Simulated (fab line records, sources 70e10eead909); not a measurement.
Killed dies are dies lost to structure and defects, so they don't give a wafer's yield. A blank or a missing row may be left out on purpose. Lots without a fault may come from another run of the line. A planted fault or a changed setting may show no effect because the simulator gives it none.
Chamber matching | flow nand_harc | NHARC_A_STAIRCASE_ETCHBACK_422 on rie_diel-12: 4 sister chambers
The step etches the open film in CH3F/O2, target depth 40 nm, time 74.286 s. 4 wafers are shown with their chamber, then 12 later ones without.

WAFERS WITH THEIR CHAMBER
wafer  | chamber | showerhead_plenum_p_Torr (Torr)
L075.2 | 3       | 2.49
L083.5 | 0       | 2.51
L084.5 | 1       | 2.33
L084.6 | 2       | 2.37

WAFERS WITHOUT THEIR CHAMBER
wafer  | showerhead_plenum_p_Torr (Torr)
L086.2 | 2.37
L086.4 | 2.48
L086.5 | 2.33
L085.2 | 2.33
L085.3 | 2.37
L085.5 | 2.37
L089.1 | 2.32
L089.5 | 2.37
L089.6 | 2.47
L091.4 | 2.32
L091.5 | 2.32
L091.6 | 2.37

WHICH CHAMBER EACH WENT THROUGH
wafer  | from the rows above | in truth
L086.2 | 2                   | 2
L086.4 | 3                   | 3
L086.5 | 1                   | 1
L085.2 | 1                   | 1
L085.3 | 2                   | 2
L085.5 | 2                   | 2
L089.1 | 1                   | 1
L089.5 | 2                   | 2
L089.6 | 3                   | 3
L091.4 | 1                   | 1
L091.5 | 1                   | 1
L091.6 | 2                   | 2
Placed correctly: 12 of 12. Can't be placed from these rows: 0. Placed wrongly: 0.
How it was worked out, from the rows above alone: a wafer's distance from a chamber is the root of the sum, over the readings, of the square of ((its reading less the chamber's mean) divided by the reading's scatter). The wafer belongs to the nearest chamber; if the next one is less than 2 further off, it can't be placed. A chamber's mean is the mean of its shown wafers. The scatter: with one shown wafer a chamber, the root of the mean of the squares of how far each hidden wafer lies from its nearest shown one.
